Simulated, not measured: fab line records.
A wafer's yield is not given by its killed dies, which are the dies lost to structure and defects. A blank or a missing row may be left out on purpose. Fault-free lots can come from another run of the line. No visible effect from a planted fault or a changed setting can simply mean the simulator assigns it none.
fab line records    flow n5Finfet    part 1 of 2: steps 1 to 4 of 6
record: lots: 17  wafers: 51  lastDay: 17
route steps=1938 shown ZERO_LAYER@14 WELL_APT@31 PMOS_HMC_CHANNEL_EPI@68 FIN_SAQP@121
lots untouched by any fault: they come from a run of this same line in which no faults occurred
startH: the number of hours between the record's first day and the start of the first shown wafer of the lot    waitH: hours since the lot's step before    " the same as in the row above    L1.1+2: one row covering several wafers at once    - no value, or no start was given    * or withheld: withheld    < > ~ a bound
route shown NAME@n: NAME is a module with steps in the file, n the number in the route of the first one    usual: mean/standard deviation of fault-free wafers    same: alike in all rows    chamber/n: place in a boat    sites: per-site readings    _std_site: how widely they spread, as a standard deviation    _edge_site: inner sites' mean taken away from outer sites' mean    radiusMm: how far each site lies from the wafer's centre    mask NAME#n: copy n    behind: tool/chamber where the wafer was last shaped    hold: cause of the lot's hold/its duration in hours/its outcome    device: which transistor (n, p or np) failed to switch    end of line: the route-end tests of the same wafers    a step given without rows: its recipe and nothing more    killed: dies that structure and defects cost at the first sort, which is not the same as the wafer's yield    map: per-die view of a wafer (x killed, . not killed, _ where there is no die)
set.NAME: the setting that was run; set.NAME@STEP: the one run at that earlier step    model.NAME: the simulator's own value behind a step, which no gauge read
route steps across a sampled set of lots; one table per step, one row per wafer
services: when a tool's chamber went out of use (startH, in hours from the record's first day, below 0 if earlier), for how many hours, and the reason
== steps ==
step: N5_ZERO_LAYER_DESCUM_16
recipe: chemistry: O2  timeS: 7.9  sourcePowerW: 50  biasPowerW: 20  pressureMtorr: 20  rfFrequencyHz: 2.712e+07  tempC: 40  o2FlowSccm: 225
usual: drypumpMotorCurrentA: 5.9/0.41  o2FlowSccm: 224.9/0.71  oesProductAu: 0.77/0.072  rfFwdPowerW: 49.43/0.2  rfVppV: 243.7/1.2  showerheadPlenumPTorr: 2.14/0.063  throttleValvePct: 20.55/0.21
lot.wafer  tool        chamber  startH  waitH  drypumpMotorCurrentA  o2FlowSccm  oesProductAu  rfFwdPowerW  rfHoursCounterH  rfVppV  showerheadPlenumPTorr  throttleValvePct
L076.1     rieDiel-02  0        24.68   0.0    6.0                   226.4       0.71          49.74        195              243.2   2.19                   20.79
L076.3     "           1        "       "      5.7                   223.9       0.76          49.24        142              240.8   2.04                   20.75
L076.5     "           1        "       "      5.7                   223.7       0.75          49.41        -                242.6   2.04                   20.77
L078.1     rieDiel-01  1        36.68   0.0    5.7                   225.6       0.70          49.71        204              243.4   2.10                   20.43
L078.3     "           3        "       "      6.3                   224.8       0.70          49.58        207              242.3   2.05                   20.33
L078.6     "           3        "       "      6.3                   223.8       0.70          49.55        -                241.9   2.05                   20.31
L079.1     rieDiel-02  2        42.68   0.0    6.0                   225.9       0.78          49.33        133              244.1   2.19                   20.52
L079.3     "           0        "       "      6.0                   224.8       0.71          49.47        199              244.2   2.19                   20.82
L079.6     "           2        "       "      6.0                   225.0       0.79          49.42        -                245.6   2.19                   20.54
L080.1     rieDiel-03  1        48.87   0.2    5.7                   224.8       0.77          49.32        132              243.9   2.11                   20.76
L080.3     "           2        "       "      6.4                   224.9       0.76          49.34        126              243.6   2.11                   20.40
L080.5     "           0        "       "      6.1                   222.6       0.78          49.69        -                245.8   2.20                   20.24
L082.1     rieDiel-01  0        60.80   0.0    5.1                   225.6       0.77          49.56        138              243.6   2.22                   20.48
L082.2     "           1        "       "      5.6                   223.5       0.70          49.66        209              243.4   2.10                   20.43
L082.3     "           2        "       "      5.4                   223.9       0.92          49.37        22               244.6   2.13                   20.58
L084.2     rieDiel-02  0        72.69   0.0    5.9                   225.1       0.71          49.36        211              244.9   2.18                   20.83
L084.3     "           1        "       "      5.7                   224.7       0.75          49.20        158              242.4   2.03                   20.78
L084.5     "           1        "       "      5.7                   224.8       0.74          49.50        -                241.3   2.03                   20.77
L085.3     rieDiel-03  2        79.16   0.4    6.4                   225.4       0.76          49.21        137              243.9   2.11                   20.43
L085.4     "           3        "       "      6.6                   224.5       0.98          49.30        4                244.5   2.24                   20.21
L085.6     "           1        "       "      5.7                   225.2       0.77          49.00        -                244.1   2.10                   20.78
L087.1     rieDiel-03  3        90.82   0.0    6.6                   226.0       0.96          49.47        7                245.6   2.24                   20.21
L087.3     "           0        "       "      6.1                   226.1       0.77          49.65        136              245.0   2.19                   20.24
L087.6     "           3        "       "      6.6                   225.0       0.97          49.43        -                245.9   2.24                   20.20
L088.1     rieDiel-01  2        96.70   0.0    5.4                   224.5       0.89          49.24        37               243.8   2.13                   20.58
L088.3     "           1        "       "      5.7                   224.6       0.68          49.81        223              242.5   2.09                   20.44
L088.5     "           0        "       "      5.2                   224.1       0.76          49.71        -                246.0   2.21                   20.50
L089.4     rieDiel-01  2        102.68  0.0    5.4                   225.5       0.89          49.34        39               243.7   2.13                   20.61
L089.5     "           2        "       "      5.4                   225.8       0.89          49.39        -                244.3   2.13                   20.59
L089.6     "           3        "       "      6.4                   225.1       0.69          49.35        -                243.1   2.04                   20.35
L090.1     rieDiel-01  3        108.80  0.0    6.3                   224.1       0.69          49.29        220              243.1   2.04                   20.34
L090.2     "           1        "       "      5.6                   225.5       0.66          49.42        226              241.7   2.09                   20.45
L090.5     "           3        "       "      6.3                   224.8       0.68          49.38        -                244.1   2.04                   20.34
L092.2     rieDiel-01  1        120.82  0.0    5.7                   223.6       0.67          49.53        231              242.7   2.09                   20.48
L092.5     "           3        "       "      6.3                   225.5       0.69          49.31        -                242.9   2.04                   20.35
L092.6     "           0        "       "      5.1                   224.6       0.75          49.32        -                244.0   2.21                   20.51
L093.2     rieDiel-03  2        126.68  0.0    6.4                   225.5       0.75          49.04        152              243.2   2.10                   20.45
L093.4     "           3        "       "      6.6                   225.0       0.93          49.81        19               244.2   2.24                   20.22
L093.5     "           2        "       "      6.4                   226.0       0.75          49.16        -                242.5   2.10                   20.44
L094.1     rieDiel-03  0        132.83  0.0    6.1                   226.0       0.77          49.79        147              244.2   2.19                   20.27
L094.4     "           2        "       "      6.4                   224.6       0.74          49.28        153              243.1   2.10                   20.44
L094.6     "           0        "       "      6.1                   226.1       0.77          49.66        -                244.8   2.19                   20.29
L095.1     rieDiel-01  2        138.81  0.0    5.4                   225.2       0.88          49.11        51               243.2   2.12                   20.62
L095.3     "           0        "       "      5.1                   225.1       0.75          49.34        164              245.6   2.21                   20.53
L095.4     "           1        "       "      5.6                   224.4       0.67          49.76        236              242.7   2.09                   20.47
L096.1     rieDiel-03  3        144.68  0.0    6.6                   223.7       0.91          49.35        23               245.4   2.24                   20.23
L096.3     "           0        "       "      6.1                   224.1       0.76          49.49        151              244.4   2.19                   20.28
L096.4     "           1        "       "      5.7                   225.0       0.73          48.91        163              242.4   2.10                   20.82
L097.2     rieDiel-01  0        150.75  0.1    5.1                   225.5       0.75          49.17        166              244.5   2.21                   20.51
L097.5     "           3        "       "      6.3                   224.1       0.68          49.37        -                243.3   2.04                   20.36
L097.6     "           0        "       "      5.1                   225.6       0.74          49.16        -                244.3   2.21                   20.53
step: N5_ZERO_LAYER_STRIP_24
recipe: chemistry: O2  powerW: 1000  tempC: 250  overashFraction: 0.3  pressureMtorr: 1000  o2FlowSccm: 6750
usual: drypumpMotorCurrentA: 5.67/0.054  heaterPowerW: 342/22  o2FlowSccm: 6752/21  oesProductAu: 0.647/0.0043  stripTimeToEndpointS: 43.90/0.11
lot.wafer  tool            chamber  startH  waitH  drypumpMotorCurrentA  heaterPowerW  o2FlowSccm  oesProductAu  rfHoursCounterH  stripTimeToEndpointS
L076.1     plasmaAsher-01  0        24.89   0.1    5.63                  319           6794        0.647         84               43.78
L076.3     "               0        "       "      5.63                  313           6781        0.652         -                43.94
L076.5     "               1        "       "      5.66                  318           6743        0.644         -                43.81
L078.1     plasmaAsher-01  1        36.89   0.1    5.65                  327           6751        0.644         86               43.76
L078.3     "               1        "       "      5.64                  322           6754        0.651         -                43.66
L078.6     "               1        "       "      5.65                  328           6741        0.639         -                43.80
L079.1     plasmaAsher-01  1        42.89   0.1    5.59                  328           6747        0.645         86               43.90
L079.3     "               0        "       "      5.62                  324           6739        0.641         -                43.86
L079.6     "               0        "       "      5.63                  319           6756        0.650         -                43.83
L080.1     plasmaAsher-02  1        49.08   0.1    5.76                  361           6767        0.647         27               43.96
L080.3     "               1        "       "      5.75                  364           6780        0.637         -                43.91
L080.5     "               0        "       "      5.67                  362           6777        0.648         -                44.05
L082.1     plasmaAsher-02  1        61.02   0.1    5.73                  365           6787        0.648         31               44.02
L082.2     "               0        "       "      5.77                  357           6747        0.646         31               44.09
L082.3     "               1        "       "      5.71                  375           6765        0.644         -                44.05
L084.2     plasmaAsher-01  0        72.91   0.1    5.62                  317           6713        0.650         92               43.97
L084.3     "               1        "       "      5.60                  338           6764        0.638         -                43.95
L084.5     "               0        "       "      5.65                  315           6757        0.640         -                43.88
L085.3     plasmaAsher-02  1        79.39   0.1    5.73                  361           6748        0.647         -                43.93
L085.4     "               0        "       "      5.74                  366           6767        0.650         -                43.97
L085.6     "               0        "       "      5.73                  365           6792        0.647         -                43.79
L087.1     plasmaAsher-01  0        91.17   0.2    5.65                  323           6776        0.653         96               44.07
L087.3     "               1        "       "      5.65                  330           6734        0.647         -                44.02
L087.6     "               1        "       "      5.60                  326           6730        0.646         -                43.99
L088.1     plasmaAsher-02  0        96.92   0.1    5.71                  368           6712        0.656         39               43.99
L088.3     "               1        "       "      5.74                  372           6741        0.646         -                44.02
L088.5     "               0        "       "      5.72                  357           6720        0.646         -                44.02
L089.4     plasmaAsher-02  1        102.91  0.0    5.75                  374           6762        0.649         -                43.78
L089.5     "               0        "       "      5.74                  361           6777        0.650         -                43.94
L089.6     "               1        "       "      5.73                  364           6754        0.637         -                43.95
L090.1     plasmaAsher-02  1        109.02  0.1    5.71                  363           6723        0.645         41               43.97
L090.2     "               0        "       "      5.75                  366           6759        0.654         41               44.00
L090.5     "               0        "       "      5.75                  359           6732        0.649         -                44.01
L092.2     plasmaAsher-02  1        121.04  0.1    5.74                  372           6762        0.646         43               44.00
L092.5     "               1        "       "      5.72                  374           6739        0.654         -                44.09
L092.6     "               0        "       "      5.70                  360           6788        0.641         -                44.07
L093.2     plasmaAsher-01  0        126.89  0.1    5.65                  320           6747        0.650         102              43.80
L093.4     "               0        "       "      5.66                  317           6729        0.652         -                43.78
L093.5     "               1        "       "      5.66                  328           6737        0.647         -                43.81
L094.1     plasmaAsher-01  0        133.04  0.1    5.65                  323           6733        0.641         105              43.81
L094.4     "               0        "       "      5.64                  316           6728        0.649         -                43.79
L094.6     "               0        "       "      5.64                  318           6724        0.647         -                43.75
L095.1     plasmaAsher-01  1        139.02  0.1    5.61                  326           6778        0.644         108              43.75
L095.3     "               0        "       "      5.61                  313           6759        0.645         -                43.73
L095.4     "               1        "       "      5.65                  330           6758        0.644         -                43.74
L096.1     plasmaAsher-01  1        144.89  0.1    5.64                  330           6773        0.648         110              43.91
L096.3     "               1        "       "      5.59                  327           6776        0.645         -                43.87
L096.4     "               0        "       "      5.60                  318           6701        0.654         -                43.83
L097.2     plasmaAsher-02  0        150.96  0.1    5.71                  372           6759        0.643         45               43.82
L097.5     "               1        "       "      5.74                  374           6729        0.640         -                43.79
L097.6     "               0        "       "      5.70                  363           6739        0.649         -                43.84
step: N5_WELL_APT_DESCUM_13
recipe: chemistry: O2  timeS: 7.9  sourcePowerW: 50  biasPowerW: 20  pressureMtorr: 20  rfFrequencyHz: 2.712e+07  tempC: 40  o2FlowSccm: 225
usual: drypumpMotorCurrentA: 5.5/0.57  o2FlowSccm: 225.0/0.67  oesProductAu: 0.77/0.093  rfFwdPowerW: 49.68/0.17  rfVppV: 243.0/1.4  showerheadPlenumPTorr: 2.09/0.084  throttleValvePct: 20.49/0.28
lot.wafer  tool        chamber  startH  waitH  drypumpMotorCurrentA  o2FlowSccm  oesProductAu  rfFwdPowerW  rfHoursCounterH  rfVppV  showerheadPlenumPTorr  throttleValvePct
L076.1     rieDiel-06  1        25.82   0.1    4.8                   224.5       0.75          49.55        156              243.3   2.06                   20.31
L076.3     "           2        "       "      5.1                   225.4       0.87          49.39        33               245.7   2.25                   20.17
L076.5     "           0        "       "      6.2                   223.9       0.73          49.69        -                243.3   2.06                   20.70
L078.1     rieDiel-04  0        38.14   0.4    6.7                   225.5       0.76          49.59        135              244.9   2.16                   20.19
L078.3     "           3        "       "      6.2                   224.7       0.83          49.71        73               241.3   2.03                   20.58
L078.6     "           2        "       "      5.7                   223.9       0.70          49.78        -                243.4   2.05                   20.47
L079.1     rieDiel-04  1        43.77   0.0    5.9                   224.4       0.73          49.68        186              244.5   2.19                   21.15
L079.3     "           0        "       "      6.7                   225.1       0.76          49.77        138              245.1   2.16                   20.18
L079.6     "           3        "       "      6.2                   224.4       0.83          49.51        -                241.5   2.03                   20.57
L080.1     rieDiel-06  2        49.83   0.0    5.1                   225.5       0.85          49.67        41               244.6   2.24                   20.22
L080.3     "           3        "       "      5.9                   225.7       0.88          49.69        48               242.8   2.13                   20.34
L080.5     "           2        "       "      5.1                   225.7       0.85          49.83        -                244.6   2.24                   20.23
L082.1     rieDiel-04  0        61.97   0.1    6.7                   223.6       0.75          49.75        144              244.0   2.16                   20.21
L082.2     "           2        "       "      5.7                   224.4       0.70          49.74        214              243.0   2.05                   20.48
L082.3     "           3        "       "      6.2                   226.4       0.82          49.70        82               241.8   2.02                   20.56
L084.2     rieDiel-05  3        73.78   0.0    6.3                   224.7       0.72          49.46        229              244.2   2.15                   20.50
L084.3     "           2        "       "      5.3                   224.7       0.95          49.77        8                244.0   2.15                   20.06
L084.5     "           3        "       "      6.3                   224.5       0.72          49.54        -                244.2   2.15                   20.52
L085.3     rieDiel-05  1        80.12   0.0    5.3                   225.2       0.69          49.62        216              241.5   1.97                   20.70
L085.4     "           3        "       "      6.4                   225.5       0.71          49.63        231              244.0   2.15                   20.52
L085.6     "           3        "       "      6.3                   223.9       0.72          49.65        -                245.2   2.15                   20.52
L087.1     rieDiel-05  3        91.92   0.0    6.3                   226.3       0.72          49.44        235              244.4   2.15                   20.51
L087.3     "           2        "       "      5.3                   225.3       0.95          50.13        15               243.7   2.14                   20.05
L087.6     "           1        "       "      5.3                   225.1       0.69          49.55        -                242.3   1.97                   20.69
L088.1     rieDiel-05  1        97.67   0.0    5.3                   224.5       0.69          49.60        223              242.3   1.96                   20.70
L088.3     "           2        "       "      5.3                   223.5       0.94          49.83        17               243.9   2.14                   20.07
L088.5     "           3        "       "      6.3                   225.3       0.71          49.49        -                245.5   2.14                   20.52
L089.4     rieDiel-05  1        103.73  0.1    5.3                   225.1       0.69          49.91        225              241.7   1.96                   20.70
L089.5     "           1        "       "      5.3                   226.2       0.68          49.68        -                240.7   1.96                   20.69
L089.6     "           2        "       "      5.3                   224.1       0.93          49.60        -                243.6   2.14                   20.08
L090.1     rieDiel-04  1        109.90  0.0    5.9                   225.4       0.70          49.67        209              245.4   2.18                   21.18
L090.2     "           0        "       "      6.7                   226.1       0.75          49.92        159              243.7   2.16                   20.22
L090.5     "           1        "       "      5.9                   225.0       0.71          49.84        -                244.5   2.18                   21.17
L092.2     rieDiel-05  2        121.92  0.0    5.3                   224.2       0.92          49.93        25               242.8   2.14                   20.08
L092.5     "           2        "       "      5.3                   225.4       0.91          49.64        -                242.9   2.14                   20.08
L092.6     "           1        "       "      5.3                   225.1       0.67          49.53        -                240.9   1.96                   20.69
L093.2     rieDiel-05  1        127.77  0.0    5.3                   224.8       0.67          49.78        233              242.6   1.96                   20.71
L093.4     "           3        "       "      6.3                   223.6       0.70          49.61        248              245.0   2.14                   20.53
L093.5     "           1        "       "      5.3                   224.2       0.67          49.68        -                240.6   1.96                   20.71
L094.1     rieDiel-05  2        133.79  0.0    5.3                   225.4       0.90          49.41        29               244.8   2.14                   20.10
L094.4     "           1        "       "      5.4                   224.3       0.67          49.78        -                240.9   1.96                   20.71
L094.6     "           2        "       "      5.3                   225.3       0.90          49.52        -                243.2   2.14                   20.10
L095.1     rieDiel-05  0        139.90  0.0    4.8                   224.1       0.68          49.85        227              241.9   2.00                   20.77
L095.3     "           2        "       "      5.3                   225.1       0.90          49.61        32               244.0   2.14                   20.11
L095.4     "           2        "       "      5.3                   225.6       0.89          49.68        -                244.5   2.14                   20.09
L096.1     rieDiel-05  0        146.45  0.7    4.8                   224.2       0.67          49.87        231              241.7   2.00                   20.75
L096.3     "           1        "       "      5.3                   225.0       0.66          49.48        242              241.0   1.96                   20.70
L096.4     "           1        "       "      5.3                   225.4       0.66          49.63        -                240.9   1.96                   20.71
L097.2     rieDiel-06  1        151.71  0.0    4.8                   224.8       0.71          49.98        197              241.4   2.05                   20.38
L097.5     "           1        "       "      4.8                   224.5       0.71          49.68        -                243.4   2.05                   20.38
L097.6     "           2        "       "      5.1                   225.3       0.81          49.70        -                245.0   2.23                   20.26
step: N5_PMOS_HMC_CHANNEL_EPI_DESCUM_14
recipe: chemistry: O2  timeS: 7.9  sourcePowerW: 50  biasPowerW: 20  pressureMtorr: 20  rfFrequencyHz: 2.712e+07  tempC: 40  resist: CAR-ArF-block  o2FlowSccm: 225
usual: drypumpMotorCurrentA: 5.9/0.35  o2FlowSccm: 224.9/0.71  oesProductAu: 0.76/0.065  rfFwdPowerW: 49.44/0.23  rfVppV: 243.5/1.3  showerheadPlenumPTorr: 2.13/0.069  throttleValvePct: 20.63/0.24
lot.wafer  tool        chamber  startH  waitH  drypumpMotorCurrentA  o2FlowSccm  oesProductAu  rfFwdPowerW  rfHoursCounterH  rfVppV  showerheadPlenumPTorr  throttleValvePct
L076.1     rieDiel-01  1        30.08   0.6    5.6                   225.1       0.70          49.57        201              242.7   2.10                   20.43
L076.3     "           3        "       "      6.4                   225.8       0.69          49.33        205              242.1   2.05                   20.33
L076.5     "           1        "       "      5.7                   225.0       0.70          49.50        -                245.3   2.10                   20.40
L078.1     rieDiel-02  0        41.65   0.1    5.9                   224.6       0.71          49.56        199              244.1   2.19                   20.79
L078.3     "           2        "       "      6.0                   225.9       0.78          49.38        133              245.9   2.19                   20.54
L078.6     "           2        "       "      6.0                   225.5       0.79          49.56        -                244.3   2.19                   20.51
L079.1     rieDiel-02  0        47.09   0.0    5.9                   223.8       0.72          49.25        201              244.0   2.19                   20.80
L079.3     "           2        "       "      6.0                   224.6       0.79          49.32        135              245.9   2.19                   20.53
L079.6     "           0        "       "      5.9                   225.3       0.71          49.29        -                243.4   2.19                   20.82
L080.1     rieDiel-02  3        53.27   0.0    5.7                   224.3       0.72          49.68        169              241.6   2.10                   20.97
L080.3     "           1        "       "      5.7                   224.2       0.75          49.40        151              241.4   2.03                   20.78
L080.5     "           2        "       "      6.0                   224.8       0.78          49.70        -                244.6   2.19                   20.53
L082.1     rieDiel-01  1        66.19   0.1    5.6                   225.9       0.68          49.77        211              241.6   2.10                   20.45
L082.2     "           2        "       "      5.4                   225.3       0.91          48.79        24               243.4   2.13                   20.57
L082.3     "           3        "       "      6.4                   224.7       0.69          49.70        217              242.1   2.04                   20.34
L084.2     rieDiel-02  2        77.52   0.0    6.0                   223.9       0.79          49.30        145              244.1   2.19                   20.54
L084.3     "           0        "       "      5.9                   225.2       0.70          49.55        212              245.6   2.18                   20.82
L084.5     "           0        "       "      5.9                   225.2       0.70          49.42        -                243.9   2.18                   20.81
L085.3     rieDiel-01  2        83.39   0.0    5.4                   225.5       0.90          49.16        31               245.1   2.13                   20.58
L085.4     "           1        "       "      5.6                   224.8       0.68          49.66        -                241.7   2.10                   20.45
L085.6     "           0        "       "      5.1                   225.1       0.76          49.30        -                244.7   2.21                   20.50
L087.1     rieDiel-03  2        95.26   0.0    6.4                   225.9       0.76          49.11        141              243.1   2.10                   20.43
L087.3     "           1        "       "      5.7                   225.9       0.75          49.10        148              242.5   2.10                   20.79
L087.6     "           2        "       "      6.4                   224.9       0.75          49.17        -                244.3   2.10                   20.42
L088.1     rieDiel-02  0        101.69  0.0    5.9                   226.7       0.70          49.45        219              245.7   2.18                   20.84
L088.3     "           1        "       "      5.7                   224.3       0.73          49.60        166              242.2   2.03                   20.80
L088.5     "           1        "       "      5.7                   223.7       0.74          49.33        -                241.8   2.03                   20.79
L089.4     rieDiel-02  2        108.14  0.0    6.0                   225.4       0.76          49.12        154              244.7   2.19                   20.56
L089.5     "           2        "       "      6.0                   225.6       0.77          49.49        -                243.5   2.19                   20.57
L089.6     "           3        "       "      5.7                   224.0       0.71          49.64        -                242.6   2.09                   21.00
L090.1     rieDiel-02  2        113.53  0.0    6.0                   224.4       0.77          49.71        155              244.0   2.19                   20.54
L090.2     "           1        "       "      5.7                   224.7       0.73          49.50        169              241.3   2.03                   20.80
L090.5     "           0        "       "      5.9                   225.8       0.70          49.36        -                245.2   2.18                   20.84
L092.2     rieDiel-03  2        125.48  0.0    6.4                   224.9       0.75          49.05        152              242.8   2.10                   20.44
L092.5     "           0        "       "      6.1                   224.0       0.77          49.69        -                245.6   2.19                   20.26
L092.6     "           1        "       "      5.7                   224.5       0.74          49.13        -                242.8   2.10                   20.81
L093.2     rieDiel-02  3        131.44  0.4    5.8                   224.1       0.70          49.87        194              243.9   2.09                   21.00
L093.4     "           1        "       "      5.7                   225.7       0.73          49.38        174              241.4   2.03                   20.80
L093.5     "           0        "       "      5.9                   224.7       0.70          49.71        -                243.2   2.18                   20.85
L094.1     rieDiel-03  3        137.74  0.6    6.6                   224.1       0.92          49.69        21               245.0   2.24                   20.23
L094.4     "           0        "       "      6.1                   225.5       0.76          49.33        148              243.9   2.19                   20.29
L094.6     "           1        "       "      5.7                   224.9       0.74          48.99        -                243.0   2.10                   20.83
L095.1     rieDiel-03  2        143.52  0.0    6.4                   225.3       0.74          49.34        156              244.2   2.10                   20.45
L095.3     "           3        "       "      6.6                   225.0       0.91          49.68        23               245.3   2.24                   20.24
L095.4     "           1        "       "      5.7                   225.0       0.74          49.41        162              241.9   2.10                   20.82
L096.1     rieDiel-01  0        149.78  0.0    5.1                   226.4       0.75          49.40        165              243.9   2.21                   20.53
L096.3     "           1        "       "      5.6                   224.8       0.66          49.72        239              243.1   2.09                   20.48
L096.4     "           3        "       "      6.3                   224.0       0.68          49.45        233              242.6   2.04                   20.35
L097.2     rieDiel-03  0        155.00  0.0    6.1                   223.9       0.76          49.64        154              244.4   2.19                   20.27
L097.5     "           2        "       "      6.4                   225.8       0.74          49.22        -                244.0   2.10                   20.46
L097.6     "           3        "       "      6.6                   226.2       0.90          49.49        -                244.6   2.23                   20.25
